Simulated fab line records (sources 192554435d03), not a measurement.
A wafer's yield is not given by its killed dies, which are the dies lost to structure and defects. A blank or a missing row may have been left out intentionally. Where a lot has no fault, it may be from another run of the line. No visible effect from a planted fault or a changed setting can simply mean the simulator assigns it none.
Matching of chambers ; flow n5 finfet ; N5_SDB_ETCH_18 on rie diel-05: 4 sister chambers
The step etches SOC in N2/H2, target depth 100 nm, overetch 20 nm, time 150 s. 20 wafers are shown with their chamber, then 10 later ones without.

## WAFERS WITH THEIR CHAMBER
wafer;chamber;drypump motor current A (A);throttle valve pct (%);showerhead plenum p Torr (Torr)
L074.2;0;5.56;17.4;2.57
L074.3;3;5.94;18.2;2.52
L074.6;3;5.89;18.2;2.52
L076.1;2;6.15;17.9;2.60
L076.4;1;5.82;17.6;2.61
L076.5;1;5.82;17.6;2.61
L078.1;1;5.82;17.6;2.60
L078.2;2;6.14;17.9;2.59
L078.3;3;5.87;18.2;2.52
L079.2;2;6.13;17.9;2.59
L079.4;0;5.55;17.4;2.56
L079.6;3;5.90;18.2;2.52
L083.2;3;5.87;18.2;2.52
L083.3;2;6.16;17.9;2.59
L083.5;3;5.90;18.2;2.52
L084.1;2;6.14;18.0;2.59
L084.4;3;5.92;18.2;2.52
L084.6;0;5.56;17.5;2.56
L085.2;0;5.57;17.5;2.56
L085.3;2;6.17;17.9;2.59

SIGNATURES (means of the wafers above)
reading;chamber 0;chamber 1;chamber 2;chamber 3;scatter within a chamber
drypump motor current A;5.5600;5.8200;6.1483;5.8986;0.018
throttle valve pct;17.450;17.600;17.917;18.200;0.0339
showerhead plenum p Torr;2.5625;2.6067;2.5917;2.5200;0.00375
Rule: distance of a wafer from a chamber = root of the sum over the readings of ((wafer's reading minus chamber's mean) / reading's scatter) squared. If the next closest chamber is less than 2 further off than the closest, the wafer can't be placed; otherwise it belongs to the closest. How the scatter is found: for the shown wafers, subtract from each reading the mean of its chamber, square and add these, divide the total by (wafers less chambers), then take the root.

## WAFERS WITHOUT THEIR CHAMBER
wafer;drypump motor current A (A);throttle valve pct (%);showerhead plenum p Torr (Torr)
L085.6;5.57;17.5;2.56
L086.2;5.57;17.5;2.56
L086.3;6.13;18.0;2.59
L086.4;6.13;18.0;2.59
L087.1;5.83;17.2;2.60
L087.2;5.60;17.5;2.56
L087.6;5.82;17.2;2.60
L088.2;5.81;17.2;2.60
L088.5;5.83;17.2;2.60
L088.6;6.14;18.0;2.58

## WHICH CHAMBER EACH ONE RAN IN
wafer;from the rows above;in truth
L085.6;0;0
L086.2;0;0
L086.3;2;2
L086.4;2;2
L087.1;1;1
L087.2;0;0
L087.6;1;1
L088.2;1;1
L088.5;1;1
L088.6;2;2
Correct placement for 10 of the 10. Not placeable from these rows: 0. Placed wrongly: 0.
